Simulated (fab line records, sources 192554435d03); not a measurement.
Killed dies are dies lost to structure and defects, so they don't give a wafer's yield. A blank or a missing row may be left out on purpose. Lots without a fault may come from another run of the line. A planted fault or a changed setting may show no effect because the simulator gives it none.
Problem report in the 8D (eight disciplines) form, filled by code | flow n5_finfet | the parts of the form that need people (team, actions taken, sign-off) are left out

1. THE PROBLEM
M9_OVL at N5_BEOL_M9_OVL_MEAS_12 reads a mean of 13.3 nm on 3 wafers of 1 lot; wafers without a fault read 0.1 nm with a standard deviation of 0.77. That is +17 standard deviations from the usual mean.
First seen on wafer L932.1, day 15 04:31, on overlay-01. The record holds 35 wafers of 12 lots with a number at this step. Rule for "out", or "out of limits": more than 4 standard deviations from the usual mean. The other wafers with a number count as sound.

2. WHAT IT IS AND WHAT IT IS NOT
question                    | is                     | is not
which readings at this step | M9_OVL                 | -
which lots                  | L932                   | L910, L911, L913, L915, L916, L918, L923, L924, L925, L926, L927
which wafers of those lots  | all that have a number | -
read on which gauges        | overlay-01             | overlay-02
when                        | from day 15 04:31      | up to then (32 sound wafers)

3. SUSPECTS, AND WHAT RULES EACH OUT
Counting: a tool at a process step up to the reading stays a suspect if it ran every lot that is out and no sound lot after the first of them.
- the gauge at N5_BEOL_M9_OVL_MEAS_12: kept. All the wafers that are out were read on overlay-01, and no step on other tools shows them out.
- arfi_scanner-02 at N5_BEOL_M9_EXPOSE_08 (exposes mask M9): kept. It ran the lot that is out, L932 (day 15 04:21), and no sound lot after that; its last sound lot up to then is L927 (day 14 04:40).
Left after counting: arfi_scanner-02 at N5_BEOL_M9_EXPOSE_08, overlay-01 at N5_BEOL_M9_OVL_MEAS_12.

4. THE CAUSE (what the simulator had put in)
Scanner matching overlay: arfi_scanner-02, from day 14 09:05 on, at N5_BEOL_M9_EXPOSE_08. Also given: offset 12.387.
Counting left 2 suspects, and this tool is among them.

5. THE CHAIN OF EFFECTS, in route order
Each row: a reading whose mean over the struck wafers that have a number lies more than 3 standard deviations from the usual. Only readings for which the record gives a usual standard deviation are gone through. hours: the time from each lot's start at the first step in this table that gives one to its start at this step, as a median over the lots. sigmas: the change in usual standard deviations.
hours | step                   | reading | usual  | on struck wafers | change | sigmas
0     | N5_BEOL_M9_OVL_MEAS_12 | M9_OVL  | 0.1 nm | 13.3             | +13.2  | +17
Later measuring or inspecting steps at which every struck wafer that the step has a row for has a number for every such reading, and none has moved that far: N5_BEOL_M9_CD_MEAS_18.

6. WHAT WOULD HAVE CAUGHT IT SOONER
In this record the first reading out of limits at a measuring or inspecting step was taken at day 15 04:31, 19 hours after the fault began at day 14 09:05.
Of the tool readings at N5_BEOL_M9_EXPOSE_08 for which the record gives a usual standard deviation, none was out on any struck wafer, so an alarm limit of 4 standard deviations on them would not have fired.
All the lots that are out (1) had begun N5_BEOL_M9_EXPOSE_08 on arfi_scanner-02 by day 15 04:31. A hold on the tool at that time would have spared none of them.
